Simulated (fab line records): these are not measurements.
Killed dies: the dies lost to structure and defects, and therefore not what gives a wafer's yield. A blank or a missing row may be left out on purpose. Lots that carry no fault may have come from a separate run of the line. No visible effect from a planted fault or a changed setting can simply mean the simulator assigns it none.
A struck lot beside a sound one / flow n5_finfet / 16 out of 1938 route steps
Sound: wafers L224.2, L224.3, L224.5. Wafers L234.2, L234.5, L234.6 were the ones struck. The cause comes at the end.
At each step with rows: each side's tool, then ch and its chambers, then its first start. Under that, the readings that differ: sound wafers / struck wafers / difference of the means / sigmas: that difference in standard deviations of wafers without a fault.
alike: readings whose means differ by less than 2 such deviations, and words and numbers that are the same on both sides. not compared: withheld readings, readings that some wafer has no value for, bounds like >300 that may hide the same value, and numbers for which the record gives no deviation and whose values overlap.
A row with sigmas, a row that says differs or no value, or rows on one side alone: a step with any of these is where the two part. Numbers that don't overlap but have no deviation are shown without sigmas and don't part them. A reading missing from all wafers of one side parts the sides only when that side holds two or more wafers.

first, 11 steps without rows for these wafers: N5_MOL_CONTACT_COAG_DESCUM_45 (chemistry O2, time 7 s); N5_MOL_CONTACT_COAG_ETCH_65 (etches underlayer in N2/H2, target depth 13 nm, time 10.4 s); N5_MOL_CONTACT_COAG_ETCH_66 (etches SiARC in CF4, target depth 13 nm, time 21.7 s); N5_MOL_CONTACT_COAG_ALD_133 (deposits SiO2, target thk 5 nm, pulse time 1 s, co reactant pulse time 1 s); N5_MOL_CONTACT_COAG_ETCHBACK_134 (etches SiO2 in CHF3, target depth 10 nm, time 6.7 s); N5_MOL_CONTACT_COAG_ETCH_67 (etches SOC in N2/H2, target depth 60 nm, overetch 21 nm, time 101.2 s); N5_MOL_CONTACT_COAG_STRIP_68 (strips in N2/H2); N5_MOL_CONTACT_COAG_STRIP_69 (strips in N2/H2); N5_MOL_CONTACT_COAG_ETCHBACK_136 (etches SiO2 in CHF3, target depth 25 nm, time 16.7 s); N5_MOL_CONTACT_COAG_STRIP_120 (strips in CHF3); N5_MOL_CONTACT_COAG_VIA_ETCH_117 (etches SiO2 in C4F6/O2, target depth 40 nm, overetch 8 nm, time 26 s).
N5_MOL_CONTACT_COAG_ETCH_124: etches SiNx in CH3F/O2, stops on SiOC, target depth 6.5 nm.
  sound on rie_diel-04 ch 0,1,3, day 5 08:54; struck on rie_diel-04 ch 0,1,2, day 7 20:02
  no value came back on the struck wafers for any of 8 readings (CH3F_flow_sccm (sccm), O2_flow_sccm (sccm) and others); on the sound wafers CH3F_flow_sccm (sccm) reads 29.97 29.92 29.94
reading=model.SOC_of_MOL_CONTACT_COAG_COAT_62.thk_nm (nm); sound=48.2 48.2 48.8; struck=51.8 52.2 51.6; difference=+3.5; sigmas=
  not compared: rf_hours_counter_h
N5_MOL_CONTACT_COAG_ETCH_48: etches SiOC in C4F6/O2, target depth 15 nm, overetch 4.5 nm, time 17 s.
  sound on rie_diel-04 ch 0,1,3, day 5 08:56; struck on rie_diel-04 ch 0,1,2, day 7 20:05
reading=model.SOC_of_MOL_CONTACT_COAG_COAT_62.thk_nm (nm); sound=45.4 45.4 46.2; struck=49.2 49.6 48.8; difference=+3.5; sigmas=
  alike: C4F6_flow_sccm, O2_flow_sccm, bias_w, drypump_motor_current_A, oes_product_au, rf_vpp_V, showerhead_plenum_p_Torr, throttle_valve_pct
  not compared: rf_hours_counter_h
then, 1 step without rows for these wafers: N5_MOL_CONTACT_COAG_STRIP_72 (strips in N2/H2).
N5_BEOL_M4_RC_MEAS_101:
  the record has rows for the sound wafers here (prober-02 ch 0, day 8 18:14) and none for the struck ones
-- the record jumps here: 8 days lie between the struck wafers' starts before and after (it left off in module BEOL_M4 and takes up again in module PASSIVATION, whose first step shown is number 1936 of the route) --
N5_PASSIVATION_PROBE_49:
  the record has rows for the struck wafers here (prober-02, day 15 09:59) and none for the sound ones

== WHERE THEY PART ==
First at N5_MOL_CONTACT_COAG_ETCH_124; last, within this record, at N5_PASSIVATION_PROBE_49.

WHY: what had been put in by the simulator
Entire step skipped (rie_diel-04, N5_MOL_CONTACT_COAG_ETCH_124), from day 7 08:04 onward. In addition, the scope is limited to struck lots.
